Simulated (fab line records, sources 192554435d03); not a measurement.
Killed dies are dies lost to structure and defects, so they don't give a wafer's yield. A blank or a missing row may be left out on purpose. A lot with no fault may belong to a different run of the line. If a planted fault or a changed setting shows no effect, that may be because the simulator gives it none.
fab line records ; flow n5_finfet ; part 2 of 2: steps 43 to 44 of 44
[record] lots = 5; wafers = 15; last_day = 16
route steps=1938 shown SDB@370 DUMMY_REMOVAL@377 HKMG_FIN@385 BEOL_M4@1111 PASSIVATION@1936
lots untouched by any fault: they come from a run of this same line in which no faults occurred
start_h: hours from the record's first day to the start of the lot's first wafer shown ; wait_h: how many hours have passed since the lot's step before this one ; " same as the row above ; L1.1+2: several wafers, shown together as one row ; - either no value or no given start ; * or withheld: withheld ; < > ~ a bound
route shown NAME@n: NAME is a module with steps in the file, n the number in the route of the first one ; usual: mean/standard deviation of fault-free wafers ; same: alike in all rows ; chamber/n: place in a boat ; sites: each site's reading ; _std_site: standard deviation across them ; _edge_site: inner sites' mean taken away from outer sites' mean ; radius_mm: for every site, how far away it sits from the centre of the wafer ; mask NAME#n: copy n ; behind: the last tool/chamber to shape the wafer ; hold: the reason the lot was held/the length of the hold in hours/how it ended ; device: which transistor (n, p or np) failed to switch ; end of line: at the end of the route, the tests of the same wafers ; where a step has no rows: the recipe by itself ; killed: dies that structure and defects cost at the first sort, which is not the same as the wafer's yield ; map: the dies of a wafer, with x for killed, . for not killed, _ for no die there
set.NAME: the setting as run; set.NAME@STEP: as run at that earlier step ; model.NAME: the simulator's own value behind a step, which no gauge read
lots at some steps of the route; a table a step, a row a wafer
services: when a tool's chamber went out of use (start_h, in hours from the record's first day, below 0 if earlier), for how many hours, and the reason
[[steps]]
[step N5_BEOL_M4_RC_MEAS_101]
[usual] DIBL_N = 35.8/1.8; DIBL_P = 35.6/2; EOT_N = 10.54/0.1; EOT_P = 10.50/0.095; IGATE_N = 0.0124/0.002; IGATE_P = 0.0037/0.00058; IOFF_N = 0.148/0.028; IOFF_P = 0.20/0.034; ION_N = 672/12; ION_P = 462/8.5; SS_N = 71.2/0.65; SS_P = 73.1/0.67; VT_N = 251/3.3; VT_P = -251/3.8
lot.wafer;tool;chamber;start_h;wait_h;DIBL_N[mV/V];DIBL_P[mV/V];EOT_N;EOT_P;IGATE_N[nA/um];IGATE_P[nA/um];IOFF_N[nA/um];IOFF_P[nA/um];ION_N[uA/um];ION_P[uA/um];SS_N[mV/dec];SS_P[mV/dec];VT_N[mV];VT_P[mV]
L103.2;prober-01;0;171.13;0.2;37.9;39.4;10.60;10.65;0.0110;0.0032;0.177;0.23;676;472;70.7;74.2;249;-248
L103.4;prober-01;0;171.13;0.2;37.8;39.6;11.92;11.73;0.0027;0.0008;0.170;0.24;658;456;71.0;73.8;248;-248
L103.5;prober-01;0;171.13;0.2;36.8;38.1;10.66;10.72;0.0089;0.0026;0.155;0.22;676;466;70.5;72.9;249;-248
L105.1;prober-01;0;192.46;0.0;37.5;35.6;10.87;10.63;0.0099;0.0028;0.150;0.23;661;466;71.5;74.0;251;-247
L105.4;prober-01;0;192.46;0.0;38.5;36.8;10.59;10.46;0.0142;0.0042;0.173;0.25;655;457;72.3;74.1;250;-245
L105.6;prober-01;0;192.46;0.0;37.6;34.2;10.53;10.45;0.0130;0.0038;0.142;0.20;647;452;71.7;72.4;253;-252
L119.3;prober-02;0;264.51;0.3;33.9;33.7;10.53;10.34;0.0136;0.0040;0.088;0.12;642;441;71.0;72.9;262;-259
L119.4;prober-02;0;264.51;0.3;39.0;40.2;10.66;10.58;0.0095;0.0028;0.174;0.21;670;449;72.3;73.7;253;-252
L119.5;prober-02;0;264.51;0.3;37.0;36.8;10.65;10.58;0.0104;0.0030;0.135;0.15;655;441;71.7;73.3;256;-257
L121.1;prober-02;0;273.76;0.0;34.3;33.8;10.67;10.58;0.0117;0.0035;0.113;0.16;658;452;70.9;72.3;258;-257
L121.3;prober-02;0;273.76;0.0;33.6;33.0;10.46;10.43;0.0152;0.0045;0.107;0.14;659;453;70.2;71.4;256;-256
L121.4;prober-02;0;273.76;0.0;38.4;39.4;10.54;10.45;0.0129;0.0038;0.190;0.24;689;467;71.5;73.6;249;-251
L122.1;prober-02;0;282.93;0.0;37.1;35.0;10.29;10.43;0.0146;0.0041;0.162;0.19;674;450;71.5;73.4;251;-253
L122.2;prober-02;0;282.93;0.0;37.5;35.6;10.38;10.31;0.0172;0.0049;0.165;0.20;670;454;71.8;73.2;252;-251
L122.6;prober-02;0;282.93;0.0;37.9;36.2;10.40;10.35;0.0169;0.0049;0.174;0.20;669;453;71.5;73.8;252;-251
[step N5_PASSIVATION_PROBE_49]
[usual] defect_limited_yield = 91.3/1.5; killed_at_M0_to_M3 = 34/11; killed_at_M4_up = 14/6.1; killed_at_contacts = 12/5.9; killed_at_front_end = 39/11; killed_at_other = 4/3.3; killed_dies = 102/18; killed_on_rim = 13/3.8; killed_open = 67/13; killed_short = 33/7.9; sort_bin_5_function = 5.1/1; sort_bin_6_memory = 3.3/0.7; sort_bin_8_speed = 0.1/0.69; sort_n_pass = 1077/19; sort_yield_pct = 91.3/1.6
[same] gross_dies = 1180; killed_at_back_side = 0; sort_bin_4_leakage[%] = 0
lot.wafer;tool;chamber;start_h;wait_h;defect_limited_yield[%];killed_at_M0_to_M3;killed_at_M4_up;killed_at_contacts;killed_at_front_end;killed_at_other;killed_dies;killed_on_rim;killed_open;killed_short;sort_bin_5_function[%];sort_bin_6_memory[%];sort_bin_8_speed[%];sort_n_pass;sort_yield_pct[%]
L103.2;prober-01;-;264.87;0.1;91.2;49;6;3;43;3;104;11;62;41;5.2;3.4;0;1076;91.2
L103.4;prober-01;-;264.97;0.2;91.4;44;11;8;27;12;102;5;64;35;5.1;3.4;0;1078;91.4
L103.5;prober-01;-;265.02;0.2;90.3;43;7;14;46;5;115;14;78;36;6.0;3.5;0;1065;90.3
L105.1;prober-02;-;288.96;0.0;92.8;40;10;10;25;0;85;14;54;25;3.1;3.6;0;1095;92.8
L105.4;prober-02;-;289.11;0.2;90.3;58;11;9;34;2;114;10;63;51;5.3;3.7;0;1066;90.3
L105.6;prober-02;-;289.21;0.3;92.3;32;10;5;44;0;91;9;64;27;4.6;2.6;0.1;1088;92.2
L119.3;prober-01;-;370.14;0.1;93.2;29;10;11;25;5;80;4;49;28;4.3;2.2;0.1;1099;93.1
L119.4;prober-01;-;370.19;0.2;93.9;27;10;4;30;1;72;11;49;20;3.3;2.6;0;1108;93.9
L119.5;prober-01;-;370.24;0.2;91.4;22;11;22;40;7;102;9;59;39;4.5;3.6;0;1078;91.4
L121.1;prober-01;-;382.61;0.0;89.5;55;17;7;40;5;124;16;93;29;7.5;2.8;0;1056;89.5
L121.3;prober-01;-;382.71;0.1;89.2;50;14;17;44;2;127;13;80;45;7.3;3.4;0;1053;89.2
L121.4;prober-01;-;382.76;0.2;93.4;19;16;9;31;3;78;13;54;21;4.0;2.4;0;1102;93.4
L122.1;prober-02;-;385.92;0.0;93.5;24;15;20;18;0;77;12;56;21;4.2;2.0;0;1103;93.5
L122.2;prober-02;-;385.97;0.1;92.7;25;17;21;22;1;86;14;62;22;4.2;2.8;0;1094;92.7
L122.6;prober-02;-;386.17;0.3;91.4;25;11;26;39;0;101;10;59;41;4.9;3.3;0;1079;91.4
// killed by level:class
L103.2 DUMMY_GATE:geometric_particle:open=11 BEOL_M2:geometric_particle:open=10 BEOL_M0_SAQP:geometric_particle:short=9 DUMMY_GATE:geometric_particle:short=7 BEOL_M1:geometric_particle:open=6 BEOL_M0_SAQP:geometric_particle:open=6 BEOL_M2:geometric_particle:short=6 BEOL_M3:geometric_particle:open=5
L103.4 BEOL_M0_SAQP:geometric_particle:open=10 BEOL_M2:geometric_particle:open=9 GATE_CUT:geometric_particle:open=7 BEOL_M0_SAQP:geometric_particle:short=7 BEOL_M1:geometric_particle:short=7 MOL_CONTACT_COAG:geometric_particle:open=5 BEOL_M4:geometric_particle:open=5 FIN_SAQP:geometric_particle:short=4
L103.5 STI_FIN_REVEAL:geometric_particle:open=17 MOL_CONTACT_COAG:geometric_particle:open=13 DUMMY_GATE:geometric_particle:open=9 BEOL_M0_SAQP:geometric_particle:open=9 BEOL_M0_SAQP:geometric_particle:short=8 BEOL_M1:geometric_particle:short=7 BEOL_M2:geometric_particle:open=7 BEOL_M2:geometric_particle:short=6
L105.1 BEOL_M3:geometric_particle:open=11 MOL_CONTACT_COAG:geometric_particle:open=9 BEOL_M0_SAQP:geometric_particle:short=8 BEOL_M0_SAQP:geometric_particle:open=8 FIN_SAQP:geometric_particle:short=7 BEOL_M0:geometric_particle:open=5 HKMG_FIN:area_etch=5 STI_FIN_REVEAL:geometric_particle:open=4
L105.4 BEOL_M0_SAQP:geometric_particle:short=21 BEOL_M0_SAQP:geometric_particle:open=16 FIN_SAQP:geometric_particle:short=9 BEOL_M3:geometric_particle:open=8 MOL_CONTACT_COAG:geometric_particle:open=7 BEOL_M4:geometric_particle:open=6 BEOL_M2:geometric_particle:open=6 FIN_SAQP:geometric_particle:open=4
L105.6 STI_FIN_REVEAL:geometric_particle:open=18 BEOL_M3:geometric_particle:open=10 BEOL_M4:geometric_particle:open=6 FIN_SAQP:geometric_particle:open=5 MOL_CONTACT_COAG:geometric_particle:open=5 BEOL_M0_SAQP:geometric_particle:short=5 BEOL_M0_SAQP:geometric_particle:open=5 BEOL_M2:geometric_particle:open=5
L119.3 BEOL_M3:geometric_particle:open=11 MOL_CONTACT_COAG:geometric_particle:open=8 FIN_SAQP:geometric_particle:short=6 BEOL_M2:geometric_particle:open=5 STI_FIN_REVEAL:geometric_particle:open=4 BEOL_M0_SAQP:geometric_particle:open=4 DUMMY_GATE:geometric_particle:open=3 MOL_CONTACT_COAG:geometric_particle:short=3
L119.4 BEOL_M1:geometric_particle:open=12 FIN_SAQP:geometric_particle:short=10 FIN_SAQP:geometric_particle:open=6 BEOL_M0:geometric_particle:open=6 DUMMY_GATE:geometric_particle:open=4 STI_FIN_REVEAL:geometric_particle:open=3 STARTING-WAFER:geometric_particle:open=3 BEOL_M9:geometric_particle:open=2
L119.5 FIN_SAQP:geometric_particle:short=19 MOL_CONTACT_COAG:geometric_particle:open=18 BEOL_M0_SAQP:geometric_particle:open=8 BEOL_M0_SAQP:geometric_particle:short=7 MOL_CONTACT_COAG:geometric_particle:short=3 STI_FIN_REVEAL:geometric_particle:open=3 BEOL_M2:geometric_particle:open=3 BEOL_M5:geometric_particle:open=3
L121.1 BEOL_M3:geometric_particle:open=29 BEOL_M2:geometric_particle:open=11 FIN_SAQP:geometric_particle:short=7 STI_FIN_REVEAL:geometric_particle:open=7 DUMMY_GATE:geometric_particle:open=6 MOL_CONTACT_COAG:geometric_particle:open=6 STARTING-WAFER:geometric_particle:open=5 BEOL_M1:geometric_particle:open=5
L121.3 MOL_CONTACT_COAG:geometric_particle:open=15 FIN_SAQP:geometric_particle:short=12 BEOL_M1:geometric_particle:open=11 BEOL_M0_SAQP:geometric_particle:open=9 BEOL_M4:geometric_particle:open=9 DUMMY_GATE:geometric_particle:open=8 BEOL_M2:geometric_particle:open=8 BEOL_M0_SAQP:geometric_particle:short=7
L121.4 MOL_CONTACT_COAG:geometric_particle:open=8 FIN_SAQP:geometric_particle:open=7 BEOL_M2:geometric_particle:open=7 FIN_SAQP:geometric_particle:short=6 STI_FIN_REVEAL:geometric_particle:open=6 DUMMY_GATE:geometric_particle:open=5 BEOL_M2:geometric_particle:short=3 BEOL_M4:geometric_particle:open=3
L122.1 MOL_CONTACT_COAG:geometric_particle:open=17 BEOL_M0_SAQP:geometric_particle:open=7 BEOL_M4:geometric_particle:open=7 BEOL_M0_SAQP:geometric_particle:short=5 DUMMY_GATE:geometric_particle:open=4 GATE_CUT:geometric_particle:short=4 BEOL_M3:geometric_particle:open=4 STARTING-WAFER:geometric_particle:short=4
L122.2 MOL_CONTACT_COAG:geometric_particle:open=18 FIN_SAQP:geometric_particle:open=7 BEOL_M3:geometric_particle:open=7 BEOL_M4:geometric_particle:open=7 FIN_SAQP:geometric_particle:short=5 BEOL_M0_SAQP:geometric_particle:open=5 BEOL_M0_SAQP:geometric_particle:short=5 BEOL_M1:geometric_particle:open=3
L122.6 MOL_CONTACT_COAG:geometric_particle:open=18 FIN_SAQP:geometric_particle:short=7 MOL_CONTACT_COAG:geometric_particle:short=7 BEOL_M0_SAQP:geometric_particle:short=7 BEOL_M0_SAQP:geometric_particle:open=7 DUMMY_GATE:geometric_particle:open=4 GATE_CUT:geometric_particle:open=4 BEOL_M3:geometric_particle:open=4
[[services]]
tool;chamber;start_h;hours;kind
rie_diel-03;3;60.97;-;clean
rie_diel-03;3;60.97;-;consumable_replace:focus_ring
rie_diel-03;3;60.97;14.1;scheduled_down
rie_diel-03;3;60.97;14.1;vent_cycle
rie_diel-06;3;94.68;12.9;repair
ald_hk-02;-;102.69;0.2;repair
rie_diel-03;1;121.14;-;clean
rie_diel-03;1;121.14;-;consumable_replace:focus_ring
rie_diel-03;1;121.14;33.9;scheduled_down
rie_diel-03;1;121.14;33.9;vent_cycle
rie_diel-06;2;158.01;-;clean
rie_diel-06;2;158.01;-;consumable_replace:focus_ring
rie_diel-06;2;158.01;-;consumable_replace:showerhead
rie_diel-06;2;158.01;24.5;scheduled_down
rie_diel-06;2;158.01;24.5;vent_cycle
ald_hk-03;-;167.10;2.8;pm
[[key]]
[first_sign] step = N5_BEOL_M4_RC_MEAS_101; reading = EOT_N; direction = up; sigmas = 14; usual = 10.54; struck = 11.92
[effect] step = N5_BEOL_M4_RC_MEAS_101; reading = EOT_P; direction = up; sigmas = 13; usual = 10.50; struck = 11.73
[effect] step = N5_BEOL_M4_RC_MEAS_101; reading = IGATE_P; direction = down; sigmas = 5; usual = 0.0037; struck = 0.0008
[effect] step = N5_BEOL_M4_RC_MEAS_101; reading = IGATE_N; direction = down; sigmas = 4.9; usual = 0.0124; struck = 0.0027
met_at N5_DUMMY_REMOVAL_PRECLEAN_08
struck_wafers L103.4
[fault] kind = process_parameter_drift; tool = remote_plasma-02; chamber = -; onset_h = 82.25; steps = N5_DUMMY_REMOVAL_PRECLEAN_08; channel = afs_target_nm; offset = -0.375; shape = step; end_h = 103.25; scope = struck_wafers_only; acts_in = these_recipes_only; stated = 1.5
